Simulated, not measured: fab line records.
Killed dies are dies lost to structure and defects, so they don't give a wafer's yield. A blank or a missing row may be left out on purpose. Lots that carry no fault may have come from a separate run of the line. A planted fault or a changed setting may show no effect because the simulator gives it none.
Which tool is to blame? -- flow nand harc -- Sampling: 12 lots, 36 wafers, 5 of 1159 route steps

## WHAT THE GAUGES READ, wafer by wafer
NHARC_END_SORT_01.
lot,measured,on,killed at array,killed at other,killed at periphery,killed dies,killed open,killed short
L526,day 19 09:19,prober-01,13 20 17,2 1 1,3 5 6,18 26 24,3 8 6,3 3 1
L525,day 19 20:50,prober-02,28 20 34,0 0 0,1 1 4,29 21 38,2 3 3,1 3 0
L531,day 22 05:53,prober-02,35 35 38,0 0 1,5 9 7,40 44 46,2 4 7,2 1 1
L533,day 21 13:59,prober-02,26 25 33,1 1 1,1 4 1,28 30 35,3 4 2,1 1 4
L532,day 21 07:46,prober-02,19 20 23,1 0 0,10 3 2,30 23 25,4 3 4,1 2 2
L535,day 23 06:07,prober-02,21 28 26,1 0 0,0 4 3,22 32 29,0 1 1,3 2 4
L534,day 22 00:27,prober-02,28 24 24,0 1 1,1 2 4,29 27 29,2 1 4,1 2 5
L536,day 23 15:31,prober-02,49 36 38,0 0 0,0 3 1,49 39 39,3 7 3,1 1 1
L541,day 23 22:34,prober-02,557 578 545,0 0 0,2 0 7,559 578 552,4 1 7,3 0 0
L540,day 24 05:35,prober-02,22 18 14,1 2 3,7 9 10,30 29 27,3 1 2,3 3 2
L544,day 25 04:08,prober-02,569 551 557,2 0 0,3 4 4,574 555 561,5 5 0,0 2 3
L548,day 26 12:13,prober-02,43 34 25,0 0 0,1 3 3,44 37 28,3 4 2,4 3 1

## TOOL THAT RAN EACH LOT (tool first, then ch and the chambers of the sampled wafers, then the start)
lot,NHARC_A_STAIRCASE_TRIM_18,NHARC_A_STAIRCASE_TRIM_24,NHARC_A_STAIRCASE_ETCH_25,NHARC_A_STAIRCASE_TRIM_26
L526,"rie diel-05 ch 0,3, day 11 05:08 or earlier","rie diel-05 ch 0,3, day 11 05:08 or earlier","rie diel-05 ch 0,3, day 11 05:08","rie diel-05 ch 1,2,3, day 19 09:19 or earlier"
L525,"rie diel-13 ch 0,1,3, day 11 15:13 or earlier","rie diel-05 ch 1,2, day 11 15:13 or earlier","rie diel-05 ch 0,2,3, day 11 15:13","rie diel-05 ch 0,1,2, day 19 20:50 or earlier"
L531,"rie diel-05 ch 0,1,3, day 12 20:14 or earlier","rie diel-09 ch 1,2,3, day 12 20:14 or earlier","rie diel-09 ch 1,2,3, day 12 20:14","rie diel-09 ch 1,2,3, day 22 05:53 or earlier"
L533,"rie diel-09 ch 0,1,3, day 12 21:20 or earlier","rie diel-09 ch 1,2,3, day 12 21:20 or earlier","rie diel-09 ch 0,2,3, day 12 21:20","rie diel-09 ch 0,1,2, day 21 13:59 or earlier"
L532,"rie diel-05 ch 0,2, day 12 22:40 or earlier","rie diel-13 ch 0,1, day 12 22:40 or earlier","rie diel-13 ch 2,3, day 12 22:40","rie diel-13 ch 0,2,3, day 21 07:46 or earlier"
L535,"rie diel-09 ch 0,3, day 12 23:33 or earlier","rie diel-13 ch 0,1,3, day 12 23:33 or earlier","rie diel-13 ch 1,2,3, day 12 23:33","rie diel-13 ch 0,1,2, day 23 06:07 or earlier"
L534,"rie diel-13 ch 0,2,3, day 12 23:46 or earlier","rie diel-09 ch 0,3, day 12 23:46 or earlier","rie diel-09 ch 1,2, day 12 23:46","rie diel-09 ch 0,3, day 22 00:27 or earlier"
L536,"rie diel-05 ch 0,2,3, day 13 19:47 or earlier","rie diel-05 ch 0,1, day 13 19:47 or earlier","rie diel-05 ch 1,2,3, day 13 19:47","rie diel-05 ch 0,3, day 23 15:31 or earlier"
L541,"rie diel-13 ch 0,3, day 14 15:44 or earlier","rie diel-09 ch 2,3, day 14 15:44 or earlier","rie diel-09 ch 0,2, day 14 15:44","rie diel-09 ch 1,2, day 23 22:34 or earlier"
L540,"rie diel-13 ch 0,2, day 14 16:02 or earlier","rie diel-05 ch 0,3, day 14 16:02 or earlier","rie diel-05 ch 1,2, day 14 16:02","rie diel-05 ch 0,3, day 24 05:35 or earlier"
L544,"rie diel-09 ch 1,2,3, day 15 06:29 or earlier","rie diel-09 ch 0,1,3, day 15 06:29 or earlier","rie diel-09 ch 0,1,2, day 15 06:29","rie diel-09 ch 1,2,3, day 25 04:08 or earlier"
L548,"rie diel-13 ch 1,3, day 16 15:25 or earlier","rie diel-13 ch 0,1,3, day 16 15:25 or earlier","rie diel-13 ch 0,3, day 16 15:25","rie diel-13 ch 2,3, day 26 12:13 or earlier"
- NHARC_A_STAIRCASE_TRIM_18: chemistry O2, time 211.2 s.
- NHARC_A_STAIRCASE_TRIM_24: chemistry O2, time 211.2 s.
- NHARC_A_STAIRCASE_ETCH_25: etches the open film in C4F8/O2, target depth 100 nm, time 40.5 s.
- NHARC_A_STAIRCASE_TRIM_26: chemistry O2, time 211.2 s.

## AS READ BY THE TOOLS THEMSELVES (means over the sampled wafers that have a number; for cases with no such wafer, the mark the record gives instead)
NHARC_A_STAIRCASE_TRIM_18.
lot,tool,drypump motor current A (A),oes product au (a.u.),rf vpp V (V),showerhead plenum p Torr (Torr),throttle valve pct (%)
L526,rie diel-05,6.6,0.997,57.6,3.37,17.036
L525,rie diel-13,5.8,0.996,57.7,3.51,17.038
L531,rie diel-05,6.1,1.006,57.7,3.45,17.030
L533,rie diel-09,5.4,1.008,58.0,3.63,17.030
L532,rie diel-05,6.1,1.009,57.8,3.44,17.034
L535,rie diel-09,5.1,0.998,57.7,3.61,17.039
L534,rie diel-13,5.7,0.992,58.3,3.54,17.028
L536,rie diel-05,6.1,1.013,57.8,3.43,17.031
L541,rie diel-13,5.4,1.010,57.7,3.54,17.030
L540,rie diel-13,6.1,1.001,57.3,3.40,17.032
L544,rie diel-09,5.4,0.989,57.5,3.59,17.042
L548,rie diel-13,6.0,1.004,57.7,3.58,17.044

NHARC_A_STAIRCASE_TRIM_24.
lot,tool,drypump motor current A (A),oes product au (a.u.),rf vpp V (V),showerhead plenum p Torr (Torr),throttle valve pct (%)
L526,rie diel-05,6.6,1.003,57.1,3.38,17.034
L525,rie diel-05,5.3,1.005,57.2,3.59,17.035
L531,rie diel-09,5.4,1.005,58.3,3.60,17.037
L533,rie diel-09,5.5,0.999,57.0,3.60,17.040
L532,rie diel-13,6.4,0.980,58.0,3.47,17.042
L535,rie diel-13,5.8,0.999,57.7,3.51,17.044
L534,rie diel-09,5.1,0.993,58.3,3.61,17.032
L536,rie diel-05,6.1,1.005,58.5,3.45,17.035
L541,rie diel-09,5.1,0.998,58.4,3.57,17.042
L540,rie diel-05,6.5,1.004,57.9,3.36,17.036
L544,rie diel-09,5.4,0.996,56.8,3.62,17.035
L548,rie diel-13,5.8,1.002,57.2,3.49,17.031

NHARC_A_STAIRCASE_ETCH_25.
lot,tool,oes product au (a.u.),rf fwd power W (W),rf vpp V (V)
L526,rie diel-05,0.955,594,890
L525,rie diel-05,0.949,592,892
L531,rie diel-09,0.941,588,898
L533,rie diel-09,0.939,591,899
L532,rie diel-13,0.941,591,901
L535,rie diel-13,0.939,593,900
L534,rie diel-09,0.927,589,899
L536,rie diel-05,0.949,590,896
L541,rie diel-09,0.804,590,899
L540,rie diel-05,0.952,588,898
L544,rie diel-09,0.793,590,899
L548,rie diel-13,0.929,593,891

NHARC_A_STAIRCASE_TRIM_26.
lot,tool,drypump motor current A (A),oes product au (a.u.),rf vpp V (V),showerhead plenum p Torr (Torr),throttle valve pct (%)
L526,rie diel-05,5.7,1.000,57.5,3.52,17.029
L525,rie diel-05,5.7,1.005,57.7,3.53,17.033
L531,rie diel-09,5.5,0.997,57.3,3.60,17.024
L533,rie diel-09,5.7,1.003,58.0,3.64,17.034
L532,rie diel-13,5.7,0.994,57.5,3.54,17.039
L535,rie diel-13,6.2,0.999,58.4,3.50,17.037
L534,rie diel-09,5.4,1.005,57.5,3.65,17.041
L536,rie diel-05,6.6,1.005,57.0,3.37,17.034
L541,rie diel-09,5.8,1.006,57.7,3.61,17.038
L540,rie diel-05,6.6,1.006,58.0,3.36,17.041
L544,rie diel-09,5.4,1.001,57.1,3.59,17.036
L548,rie diel-13,5.3,1.006,58.6,3.64,17.044

## THE ANSWER, worked out from the rows above alone
Rule: what is usual is taken from the lots themselves. Put in order of their means at a reading, lots are off if they are a third of the lots or fewer, leave a main group of 4 or more, and stand apart from it by a gap of 3 or more times the standard deviation of the main group's means; of several such gaps the widest counts. A main group whose means are all the same, to the digits that the tables above print for the reading, isn't used. A lot without any number at a reading at which 4 lots or more have one is off too. Where the step has rows for the other lots, those lots are counted as sound. After the gauges, taken in route order, come the tools' own readings; for these a lot's mean is taken, as printed above. The first step at which some lot is off is used, and at that step the reading that is off furthest; a lot without a number counts as furthest.
Off: L541, L544 (NHARC_END_SORT_01, killed dies). The main group: mean 32, standard deviation 6.5.
A tool fits if, at a process step before that reading, it ran every lot that is off, and no sound lot after the first of them. The gauges at NHARC_END_SORT_01 aren't tried: what is off there is off at NHARC_A_STAIRCASE_ETCH_25 too, on other tools, and a gauge's error can't cause that. NHARC_A_STAIRCASE_TRIM_18: start missing for some lots; hours and lot order therefore follow NHARC_A_STAIRCASE_ETCH_25. NHARC_A_STAIRCASE_TRIM_24: start missing for some lots; hours and lot order therefore follow NHARC_A_STAIRCASE_ETCH_25. NHARC_A_STAIRCASE_TRIM_26: start missing for some lots; hours and lot order therefore follow NHARC_END_SORT_01. One candidate fits, namely rie diel-09 at NHARC_A_STAIRCASE_TRIM_24 and NHARC_A_STAIRCASE_ETCH_25 and NHARC_A_STAIRCASE_TRIM_26. At NHARC_A_STAIRCASE_TRIM_24 its last sound lot is L534 (day 12 23:46), its first lot that is off L541 (day 14 15:44): a fault that began between those two fits.

## WHAT THE SIMULATOR HAD INSERTED
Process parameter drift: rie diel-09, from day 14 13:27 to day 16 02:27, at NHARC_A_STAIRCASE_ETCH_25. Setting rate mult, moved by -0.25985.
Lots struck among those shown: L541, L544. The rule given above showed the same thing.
